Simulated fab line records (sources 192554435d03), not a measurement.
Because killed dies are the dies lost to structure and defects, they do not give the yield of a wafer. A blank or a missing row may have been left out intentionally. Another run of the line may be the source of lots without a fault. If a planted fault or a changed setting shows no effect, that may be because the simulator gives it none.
Chamber matching | flow n5-finfet | N5_BEOL_M13_VIA_ETCH_16 on rie-diel-04: 4 sister chambers
The step etches SiOC in C4F8/O2/Ar, target depth 921.7 nm. 8 wafers are shown with their chamber, then 8 later ones without.

EACH WAFER AND ITS CHAMBER
wafer  | chamber | oes-product-au (a.u.) | drypump-motor-current-A (A)
L077.3 | 3       | 0.74                  | 5.3
L077.6 | 1       | 0.79                  | 6.4
L081.5 | 2       | 0.75                  | 5.9
L081.6 | 3       | 0.74                  | 5.2
L087.1 | 0       | 0.63                  | 5.7
L087.2 | 1       | 0.78                  | 6.3
L087.3 | 2       | 0.75                  | 5.9
L085.1 | 0       | 0.63                  | 5.7

WAFERS WITH NO CHAMBER GIVEN
wafer  | oes-product-au (a.u.) | drypump-motor-current-A (A)
L085.4 | 0.72                  | 5.3
L085.5 | 0.73                  | 5.9
L088.3 | 0.72                  | 5.2
L088.4 | 0.73                  | 5.9
L088.5 | 0.77                  | 6.3
L095.1 | 0.62                  | 5.7
L095.4 | 0.77                  | 6.4
L095.6 | 0.76                  | 6.3

THE CHAMBER EACH PASSED THROUGH
wafer  | from the rows above     | in truth
L085.4 | 3                       | 3
L085.5 | 2                       | 2
L088.3 | 3                       | 3
L088.4 | 2                       | 2
L088.5 | 1                       | 1
L095.1 | 0                       | 0
L095.4 | 1                       | 1
L095.6 | can't be placed: 1 or 2 | 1
Placed correctly: 7 of 8. From these rows, 1 cannot be placed; in 1 the true chamber is one of the candidates. Placed wrongly: 0.
How it was worked out, from the rows above alone: a wafer's distance from a chamber is the root of the sum, over the readings, of the square of ((its reading less the chamber's mean) divided by the reading's scatter). The wafer belongs to the nearest chamber; if the next one is less than 2 further off, it can't be placed. Each chamber's mean is taken over the wafers shown for it. The scatter: take each reading less its chamber's mean, square it, sum over the shown wafers, divide by the number of wafers less the number of chambers, and take the root.
